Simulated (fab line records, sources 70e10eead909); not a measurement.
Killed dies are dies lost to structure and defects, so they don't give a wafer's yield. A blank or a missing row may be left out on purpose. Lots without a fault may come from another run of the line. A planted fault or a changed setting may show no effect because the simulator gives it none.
Chamber matching | flow nand_harc | NHARC_A_STAIRCASE_DESCUM_252 on rie_diel-07: 4 sister chambers
The step chemistry O2, time 3 s. 4 wafers are shown with their chamber, then 8 later ones without.

WAFERS WITH THEIR CHAMBER
wafer  | chamber | showerhead_plenum_p_Torr (Torr)
L089.1 | 1       | 1.89
L089.5 | 0       | 2.04
L089.6 | 3       | 1.89
L093.1 | 2       | 1.92

WAFERS WITHOUT THEIR CHAMBER
wafer  | showerhead_plenum_p_Torr (Torr)
L093.3 | 2.04
L093.4 | 1.89
L095.1 | 1.92
L095.2 | 2.04
L095.4 | 1.89
L096.3 | 1.92
L096.4 | 2.04
L096.6 | 1.88

WHICH CHAMBER EACH WENT THROUGH
wafer  | from the rows above     | in truth
L093.3 | 0                       | 0
L093.4 | can't be placed: 1 or 3 | 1
L095.1 | 2                       | 2
L095.2 | 0                       | 0
L095.4 | can't be placed: 1 or 3 | 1
L096.3 | 2                       | 2
L096.4 | 0                       | 0
L096.6 | can't be placed: 1 or 3 | 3
Placed correctly: 5 of 8. Can't be placed from these rows: 3 (the true chamber is among the candidates in 3). Placed wrongly: 0.
How it was worked out, from the rows above alone: a wafer's distance from a chamber is the root of the sum, over the readings, of the square of ((its reading less the chamber's mean) divided by the reading's scatter). The wafer belongs to the nearest chamber; if the next one is less than 2 further off, it can't be placed. A chamber's mean is the mean of its shown wafers. The scatter: with one shown wafer a chamber, the root of the mean of the squares of how far each hidden wafer lies from its nearest shown one.
